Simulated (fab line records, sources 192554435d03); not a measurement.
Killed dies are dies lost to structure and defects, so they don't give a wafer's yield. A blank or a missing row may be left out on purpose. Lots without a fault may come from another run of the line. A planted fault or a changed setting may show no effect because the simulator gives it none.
Chamber matching | flow n5_finfet | N5_BEOL_M9_VIA_ETCH_34 on rie_diel-01: 4 sister chambers
The step etches SiCOH lowk in C4F6/O2, target depth 182.4 nm, time 68.4 s. 20 wafers are shown with their chamber, then 10 later ones without.

WAFERS WITH THEIR CHAMBER
wafer  | chamber | rf_vpp_V (V) | drypump_motor_current_A (A) | showerhead_plenum_p_Torr (Torr)
L076.3 | 3       | 669          | 4.8                         | 2.80
L076.4 | 1       | 672          | 5.2                         | 2.93
L076.6 | 1       | 671          | 5.2                         | 2.93
L075.2 | 2       | 688          | 5.6                         | 2.85
L075.4 | 3       | 670          | 4.8                         | 2.80
L075.5 | 0       | 694          | 5.0                         | 2.94
L079.1 | 1       | 674          | 5.2                         | 2.93
L079.2 | 0       | 694          | 5.1                         | 2.94
L079.6 | 1       | 673          | 5.2                         | 2.93
L082.2 | 3       | 670          | 4.7                         | 2.80
L082.3 | 1       | 674          | 5.2                         | 2.93
L082.4 | 2       | 688          | 5.6                         | 2.85
L088.2 | 3       | 669          | 4.7                         | 2.79
L088.3 | 0       | 693          | 5.0                         | 2.92
L088.5 | 2       | 687          | 5.5                         | 2.83
L095.2 | 0       | 693          | 5.0                         | 2.92
L095.5 | 0       | 694          | 5.0                         | 2.92
L095.6 | 1       | 672          | 5.2                         | 2.92
L094.3 | 3       | 670          | 4.7                         | 2.79
L094.4 | 0       | 695          | 5.0                         | 2.92

SIGNATURES (means of the wafers above)
reading                  | chamber 0 | chamber 1 | chamber 2 | chamber 3 | scatter within a chamber
rf_vpp_V                 | 693.83    | 672.67    | 687.67    | 669.60    | 0.867
drypump_motor_current_A  | 5.017     | 5.200     | 5.567     | 4.740     | 0.0411
showerhead_plenum_p_Torr | 2.9267    | 2.9283    | 2.8433    | 2.7960    | 0.00792
Rule: a wafer's distance from a chamber is the root of the sum, over the readings, of the square of ((its reading less the chamber's mean) divided by the reading's scatter). The wafer belongs to the nearest chamber; if the next one is less than 2 further off, it can't be placed. The scatter: the root of (the sum of the squares of (reading less its chamber's mean) over the shown wafers, divided by (wafers less chambers)).

WAFERS WITHOUT THEIR CHAMBER
wafer  | rf_vpp_V (V) | drypump_motor_current_A (A) | showerhead_plenum_p_Torr (Torr)
L094.5 | 674          | 5.2                         | 2.92
L089.3 | 672          | 5.2                         | 2.92
L089.5 | 694          | 5.0                         | 2.92
L089.6 | 671          | 5.2                         | 2.92
L087.1 | 671          | 5.2                         | 2.91
L087.2 | 689          | 5.6                         | 2.83
L087.3 | 669          | 4.7                         | 2.79
L086.3 | 687          | 5.5                         | 2.82
L086.4 | 672          | 5.2                         | 2.91
L086.5 | 668          | 4.7                         | 2.78

WHICH CHAMBER EACH WENT THROUGH
wafer  | from the rows above | in truth
L094.5 | 1                   | 1
L089.3 | 1                   | 1
L089.5 | 0                   | 0
L089.6 | 1                   | 1
L087.1 | 1                   | 1
L087.2 | 2                   | 2
L087.3 | 3                   | 3
L086.3 | 2                   | 2
L086.4 | 1                   | 1
L086.5 | 3                   | 3
Placed correctly: 10 of 10. Can't be placed from these rows: 0. Placed wrongly: 0.
